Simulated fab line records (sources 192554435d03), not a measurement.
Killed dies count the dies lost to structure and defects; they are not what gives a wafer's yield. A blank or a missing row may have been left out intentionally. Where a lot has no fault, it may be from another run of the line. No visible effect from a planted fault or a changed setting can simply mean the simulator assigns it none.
Split-lot experiment || flow n5 finfet || route with 1938 steps; 7 lots, 39 wafers read

THE SPLIT ITSELF
At N5_BEOL_M9_ETCH_66 (etches SOC in N2/H2, target depth 80 nm, overetch 16 nm, time 120 s), the setting time s was moved away from the recipe's 120 s on 12 of the 39 wafers read, by -47.2% to +22.5%. For the rest of the wafers, this setting stayed at what the recipe calls for.

Reading taken at the split's own step.

THE READING
SiARC_of_BEOL_M9_COAT_64.thk nm (the simulator's own value, which no gauge read), in nm, at N5_BEOL_M9_ETCH_66 (etches SOC in N2/H2, target depth 80 nm, overetch 16 nm, time 120 s). The file gives no usual value for it. The 27 wafers here that ran the recipe average 6.3 nm, standard deviation 0.29 nm.

{"wafer": "L074.1", "tool, chamber at the split": "rie diel-02, 3,1", "time s as run, s": 120, "against the recipe": "recipe", "SiARC_of_BEOL_M9_COAT_64.thk nm, nm": 6.4, "against lot-mates on the recipe": "-"}
{"wafer": "L074.3", "tool, chamber at the split": "rie diel-02, 3,1", "time s as run, s": 120, "against the recipe": "recipe", "SiARC_of_BEOL_M9_COAT_64.thk nm, nm": 6.4, "against lot-mates on the recipe": "-"}
{"wafer": "L074.2", "tool, chamber at the split": "rie diel-02, 2", "time s as run, s": 120, "against the recipe": "recipe", "SiARC_of_BEOL_M9_COAT_64.thk nm, nm": 6.8, "against lot-mates on the recipe": "-"}
{"wafer": "L074.4", "tool, chamber at the split": "rie diel-02, 0,0,3", "time s as run, s": 120, "against the recipe": "recipe", "SiARC_of_BEOL_M9_COAT_64.thk nm, nm": 6.6, "against lot-mates on the recipe": "-"}
{"wafer": "L074.5", "tool, chamber at the split": "rie diel-02, 0,0,3", "time s as run, s": 120, "against the recipe": "recipe", "SiARC_of_BEOL_M9_COAT_64.thk nm, nm": 6.6, "against lot-mates on the recipe": "-"}
{"wafer": "L074.6", "tool, chamber at the split": "rie diel-02, 0,0,3", "time s as run, s": 120, "against the recipe": "recipe", "SiARC_of_BEOL_M9_COAT_64.thk nm, nm": 6.6, "against lot-mates on the recipe": "-"}
{"wafer": "L075.1", "tool, chamber at the split": "rie diel-03, 1", "time s as run, s": 120, "against the recipe": "recipe", "SiARC_of_BEOL_M9_COAT_64.thk nm, nm": 5.8, "against lot-mates on the recipe": "-"}
{"wafer": "L075.6", "tool, chamber at the split": "rie diel-03, 1", "time s as run, s": 120, "against the recipe": "recipe", "SiARC_of_BEOL_M9_COAT_64.thk nm, nm": 5.8, "against lot-mates on the recipe": "-"}
{"wafer": "L075.2", "tool, chamber at the split": "rie diel-03, 0,3,2", "time s as run, s": 120, "against the recipe": "recipe", "SiARC_of_BEOL_M9_COAT_64.thk nm, nm": 6.4, "against lot-mates on the recipe": "-"}
{"wafer": "L075.3", "tool, chamber at the split": "rie diel-03, 0,3,2", "time s as run, s": 120, "against the recipe": "recipe", "SiARC_of_BEOL_M9_COAT_64.thk nm, nm": 6.4, "against lot-mates on the recipe": "-"}
{"wafer": "L075.4", "tool, chamber at the split": "rie diel-03, 0,3,2", "time s as run, s": 120, "against the recipe": "recipe", "SiARC_of_BEOL_M9_COAT_64.thk nm, nm": 6.4, "against lot-mates on the recipe": "-"}
{"wafer": "L075.5", "tool, chamber at the split": "rie diel-03, 0", "time s as run, s": 120, "against the recipe": "recipe", "SiARC_of_BEOL_M9_COAT_64.thk nm, nm": 6.2, "against lot-mates on the recipe": "-"}
{"wafer": "L082.1", "tool, chamber at the split": "rie diel-03, 2", "time s as run, s": 120, "against the recipe": "recipe", "SiARC_of_BEOL_M9_COAT_64.thk nm, nm": 6.2, "against lot-mates on the recipe": "-"}
{"wafer": "L082.4", "tool, chamber at the split": "rie diel-03, 1", "time s as run, s": 120, "against the recipe": "recipe", "SiARC_of_BEOL_M9_COAT_64.thk nm, nm": 5.8, "against lot-mates on the recipe": "-"}
{"wafer": "L082.6", "tool, chamber at the split": "rie diel-03, 1", "time s as run, s": 120, "against the recipe": "recipe", "SiARC_of_BEOL_M9_COAT_64.thk nm, nm": 5.8, "against lot-mates on the recipe": "-"}
{"wafer": "L085.1", "tool, chamber at the split": "rie diel-03, 2", "time s as run, s": 63.42, "against the recipe": "-47.2%", "SiARC_of_BEOL_M9_COAT_64.thk nm, nm": 9, "against lot-mates on the recipe": "+2.8"}
{"wafer": "L085.5", "tool, chamber at the split": "rie diel-03, 2", "time s as run, s": 63.42, "against the recipe": "-47.2%", "SiARC_of_BEOL_M9_COAT_64.thk nm, nm": 9, "against lot-mates on the recipe": "+2.8"}
{"wafer": "L085.2", "tool, chamber at the split": "rie diel-03, 3,0,3", "time s as run, s": 120, "against the recipe": "recipe", "SiARC_of_BEOL_M9_COAT_64.thk nm, nm": 6.2, "against lot-mates on the recipe": "-"}
{"wafer": "L085.4", "tool, chamber at the split": "rie diel-03, 3,0,3", "time s as run, s": 120, "against the recipe": "recipe", "SiARC_of_BEOL_M9_COAT_64.thk nm, nm": 6.2, "against lot-mates on the recipe": "-"}
{"wafer": "L085.6", "tool, chamber at the split": "rie diel-03, 3,0,3", "time s as run, s": 120, "against the recipe": "recipe", "SiARC_of_BEOL_M9_COAT_64.thk nm, nm": 6.2, "against lot-mates on the recipe": "-"}
{"wafer": "L085.3", "tool, chamber at the split": "rie diel-03, 1", "time s as run, s": 63.42, "against the recipe": "-47.2%", "SiARC_of_BEOL_M9_COAT_64.thk nm, nm": 8.8, "against lot-mates on the recipe": "+2.6"}
{"wafer": "L088.1", "tool, chamber at the split": "rie diel-05, 2,3", "time s as run, s": 120, "against the recipe": "recipe", "SiARC_of_BEOL_M9_COAT_64.thk nm, nm": 6.6, "against lot-mates on the recipe": "-"}
{"wafer": "L088.6", "tool, chamber at the split": "rie diel-05, 2,3", "time s as run, s": 120, "against the recipe": "recipe", "SiARC_of_BEOL_M9_COAT_64.thk nm, nm": 6.6, "against lot-mates on the recipe": "-"}
{"wafer": "L088.2", "tool, chamber at the split": "rie diel-05, 1", "time s as run, s": 120, "against the recipe": "recipe", "SiARC_of_BEOL_M9_COAT_64.thk nm, nm": 6, "against lot-mates on the recipe": "-"}
{"wafer": "L088.3", "tool, chamber at the split": "rie diel-05, 3,0", "time s as run, s": 89.84, "against the recipe": "-25.1%", "SiARC_of_BEOL_M9_COAT_64.thk nm, nm": 8, "against lot-mates on the recipe": "+1.6"}
{"wafer": "L088.4", "tool, chamber at the split": "rie diel-05, 3,0", "time s as run, s": 89.84, "against the recipe": "-25.1%", "SiARC_of_BEOL_M9_COAT_64.thk nm, nm": 8, "against lot-mates on the recipe": "+1.6"}
{"wafer": "L088.5", "tool, chamber at the split": "rie diel-05, 2", "time s as run, s": 89.84, "against the recipe": "-25.1%", "SiARC_of_BEOL_M9_COAT_64.thk nm, nm": 7.8, "against lot-mates on the recipe": "+1.4"}
{"wafer": "L089.1", "tool, chamber at the split": "rie diel-02, 1", "time s as run, s": 147, "against the recipe": "+22.5%", "SiARC_of_BEOL_M9_COAT_64.thk nm, nm": 5.2, "against lot-mates on the recipe": -1.2}
{"wafer": "L089.6", "tool, chamber at the split": "rie diel-02, 1", "time s as run, s": 147, "against the recipe": "+22.5%", "SiARC_of_BEOL_M9_COAT_64.thk nm, nm": 5.2, "against lot-mates on the recipe": -1.2}
{"wafer": "L089.2", "tool, chamber at the split": "rie diel-02, 2", "time s as run, s": 120, "against the recipe": "recipe", "SiARC_of_BEOL_M9_COAT_64.thk nm, nm": 6.6, "against lot-mates on the recipe": "-"}
{"wafer": "L089.3", "tool, chamber at the split": "rie diel-02, 0", "time s as run, s": 120, "against the recipe": "recipe", "SiARC_of_BEOL_M9_COAT_64.thk nm, nm": 6.4, "against lot-mates on the recipe": "-"}
{"wafer": "L089.4", "tool, chamber at the split": "rie diel-02, 3", "time s as run, s": 120, "against the recipe": "recipe", "SiARC_of_BEOL_M9_COAT_64.thk nm, nm": 6.2, "against lot-mates on the recipe": "-"}
{"wafer": "L089.5", "tool, chamber at the split": "rie diel-02, 0", "time s as run, s": 147, "against the recipe": "+22.5%", "SiARC_of_BEOL_M9_COAT_64.thk nm, nm": 5, "against lot-mates on the recipe": -1.4}
{"wafer": "L094.1", "tool, chamber at the split": "rie diel-02, 1,0", "time s as run, s": 102, "against the recipe": "-15.0%", "SiARC_of_BEOL_M9_COAT_64.thk nm, nm": 7.2, "against lot-mates on the recipe": "+0.7"}
{"wafer": "L094.3", "tool, chamber at the split": "rie diel-02, 1,0", "time s as run, s": 102, "against the recipe": "-15.0%", "SiARC_of_BEOL_M9_COAT_64.thk nm, nm": 7.2, "against lot-mates on the recipe": "+0.7"}
{"wafer": "L094.2", "tool, chamber at the split": "rie diel-02, 3", "time s as run, s": 120, "against the recipe": "recipe", "SiARC_of_BEOL_M9_COAT_64.thk nm, nm": 6.4, "against lot-mates on the recipe": "-"}
{"wafer": "L094.5", "tool, chamber at the split": "rie diel-02, 3", "time s as run, s": 120, "against the recipe": "recipe", "SiARC_of_BEOL_M9_COAT_64.thk nm, nm": 6.4, "against lot-mates on the recipe": "-"}
{"wafer": "L094.4", "tool, chamber at the split": "rie diel-02, 2", "time s as run, s": 120, "against the recipe": "recipe", "SiARC_of_BEOL_M9_COAT_64.thk nm, nm": 6.8, "against lot-mates on the recipe": "-"}
{"wafer": "L094.6", "tool, chamber at the split": "rie diel-02, 2", "time s as run, s": 102, "against the recipe": "-15.0%", "SiARC_of_BEOL_M9_COAT_64.thk nm, nm": 7.4, "against lot-mates on the recipe": "+0.9"}
Rows listing several chambers each stand for several wafers; the file does not say which wafer went through which chamber.

FIT RESULTS
A straight line over all 39 wafers: SiARC_of_BEOL_M9_COAT_64.thk nm changes by -0.0565 nm for each +1% of time s; r = -0.96; the points scatter about the line by 0.26 nm.
The same after taking each lot's own level away (the mean of its wafers on the recipe; 39 wafers): -0.0577 nm for each +1%; r = -0.98; scatter 0.18 nm.
The reading moves by 2.7 nm for the largest change in time s, on that fit.
Across the lots, their own levels run from 5.93 to 6.57 nm, a range of 2.2 times the standard deviation given above.
Hence the lot-to-lot level has little effect on the slope; both slopes agree.
Check: with one of the wafers moved furthest among these (-47.2%) left out of the fit, the line predicts +2.7 nm for it against its lot-mates. It came out at +2.8 nm against them.

THE FILE'S OWN FIT
SiARC_of_BEOL_M9_COAT_64.thk nm changes by -0.0577 nm for each +1% of time s, r = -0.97.
